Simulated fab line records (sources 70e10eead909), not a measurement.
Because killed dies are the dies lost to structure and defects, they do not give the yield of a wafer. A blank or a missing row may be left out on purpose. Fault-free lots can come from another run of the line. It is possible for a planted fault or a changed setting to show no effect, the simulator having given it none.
Which tool is to blame?    flow nandHarc    6 lots, 18 wafers sampled, at 5 steps of a route of 1302

## WHAT THE GAUGES READ, wafer by wafer
NHARC_END_SORT_01.
lot   measured      on         defectLimitedYield (%)
L564  day 25 17:26  prober-02  86.7 88.0 91.1
L569  day 28 00:35  prober-01  92.0 90.8 92.3
L575  day 29 14:22  prober-02  93.9 94.5 94.5
L577  day 31 03:18  prober-01  90.0 86.4 89.2
L580  day 32 19:14  prober-01  89.7 88.6 86.4
L582  day 33 05:31  prober-02  89.8 92.8 88.9

## WHICH TOOL RAN EACH LOT (tool, then ch and the chambers of the sampled wafers, then the start)
lot   NHARC_P_CONTACT_DESCUM_17          NHARC_P_CONTACT_ETCH_36                       NHARC_P_CONTACT_CMP_24         NHARC_P_M0_SOFTBAKE_04
L564  rieDiel-10 ch 0,1,3, day 7 15:26   rieDiel-10 ch 0,2, day 7 18:10 or earlier     cmp-02 ch 0,1,2, day 7 18:10   lithoTrack-06 ch 0, day 7 19:00
L569  rieDiel-05 ch 0,1,3, day 9 20:37   rieDiel-05 ch 0,1,2, day 9 23:23 or earlier   cmp-04 ch 1,2,3, day 9 23:23   lithoTrack-06 ch 0, day 10 00:00
L575  rieDiel-05 ch 0,1, day 12 00:01    rieDiel-05 ch 1,3, day 12 02:43 or earlier    cmp-02 ch 0,2,3, day 12 02:43  lithoTrack-01 ch 0, day 12 03:00
L577  rieDiel-05 ch 0,2,3, day 12 23:59  rieDiel-05 ch 0,1,3, day 13 02:47 or earlier  cmp-02 ch 0,1,2, day 13 02:47  lithoTrack-01 ch 0, day 13 03:00
L580  rieDiel-05 ch 0,1,3, day 14 00:49  rieDiel-05 ch 0,1,3, day 14 03:32 or earlier  cmp-04 ch 1,2,3, day 14 03:32  lithoTrack-01 ch 0, day 14 04:00
L582  rieDiel-05 ch 0,1,3, day 14 23:25  rieDiel-05 ch 0,2,3, day 15 02:38 or earlier  cmp-04 ch 1,2,3, day 15 02:38  lithoTrack-01 ch 0, day 15 03:00
- NHARC_P_CONTACT_DESCUM_17: chemistry O2, time 3 s.
- NHARC_P_CONTACT_ETCH_36: etches the open film in N2/H2, target depth 260 nm, time 406.25 s.
- NHARC_P_CONTACT_CMP_24: polishes, t overpolish 30 s, target thk 200 nm.
- NHARC_P_M0_SOFTBAKE_04: time 55 s.

## THE ANSWER, worked out from the rows above alone
Rule: the usual values come from the lots themselves. The widest of any qualifying gaps counts: lots, ordered by their means at a reading, are off when they make up no more than a third of the lots, leave a main group of 4 or more, and stand apart from it by 3 or more times the standard deviation of that group's means. A main group is skipped when, at the precision printed for the reading in the tables above, its means are all equal. Also off: a lot with no number at a reading for which 4 or more lots have one. Where the step has rows for the other lots, those lots are counted as sound.
No lot is off on any of the readings shown, so nothing can be concluded from this.

## WHAT THE SIMULATOR PUT IN
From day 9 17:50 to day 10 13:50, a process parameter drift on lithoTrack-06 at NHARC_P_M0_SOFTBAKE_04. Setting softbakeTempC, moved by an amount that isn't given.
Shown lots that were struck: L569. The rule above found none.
